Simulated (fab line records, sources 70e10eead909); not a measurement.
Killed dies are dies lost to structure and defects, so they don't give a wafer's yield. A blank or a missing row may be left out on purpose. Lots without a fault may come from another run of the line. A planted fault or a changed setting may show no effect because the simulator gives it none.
One fault seen from 3 desks | flow nand_harc | each desk has only its own numbers; what lay behind them comes last

THE TOOL OWNER'S DESK: wet_bench-08
The tool's own readings at NHARC_THIN_TSV_STRIP_57 (strips in post etch residue remover, time 1200 s): means of the sampled wafers that have a number, for each lot that ran on this tool. A lot is out of limits, marked OUT, if its mean lies more than 4 standard deviations from the usual mean; the brackets give that distance.
Columns: A = bath_guard_temp_C at NHARC_THIN_TSV_STRIP_57, usual 72.6 C
lot  | first seen here | A
L349 | day 19 22:01    | 72.9
L359 | day 22 05:07    | 72.6
L366 | day 23 12:56    | 72.7
L367 | day 23 15:21    | 72.3
This desk's finding: nothing out of limits on any of the 4 lots.

THE DEFECT DESK
What the inspections along the route counted, lot by lot: means of the sampled wafers that have a number. A lot is out of limits, marked OUT, if its mean lies more than 4 standard deviations from the usual mean; the brackets give that distance.
Columns: A = raw_defect_count at NHARC_THIN_TSV_INSPECT_40, usual 465
lot  | first seen here | A
L349 | day 20 02:13    | 416
L359 | day 22 10:01    | 508
L366 | day 23 15:01    | 495
L367 | day 23 22:38    | 576
L370 | day 24 12:12    | 482
L371 | day 24 16:31    | 419
This desk's finding: nothing out of limits on any of the 6 lots.

THE METROLOGY DESK
What the gauges read, lot by lot, whatever tool the lot ran on: means of the sampled wafers that have a number. A lot is out of limits, marked OUT, if its mean lies more than 4 standard deviations from the usual mean; the brackets give that distance.
Columns: A = cd_nm at NHARC_THIN_TSV_CD_MEAS_33, usual 4999.5 nm; B = cd_nm at NHARC_THIN_TSV_CD_MEAS_37, usual 5000.2 nm
lot  | first seen here | A      | B
L349 | day 19 20:56    | 5000.3 | 5004.1
L359 | day 22 04:08    | 5000.1 | 5001.2
L366 | day 23 11:46    | 4997.3 | 4994.7
L367 | day 23 13:25    | 4999.3 | 4998.5
L370 | day 24 06:32    | 5000.1 | 4999.5
L371 | day 24 10:37    | 4998.8 | 5000.4
This desk's finding: nothing out of limits on any of the 6 lots.

PUT TOGETHER
The tool owner's desk saw nothing out of limits.
The defect desk saw nothing out of limits.
The metrology desk saw nothing out of limits.

WHAT THE SIMULATOR HAD PUT IN
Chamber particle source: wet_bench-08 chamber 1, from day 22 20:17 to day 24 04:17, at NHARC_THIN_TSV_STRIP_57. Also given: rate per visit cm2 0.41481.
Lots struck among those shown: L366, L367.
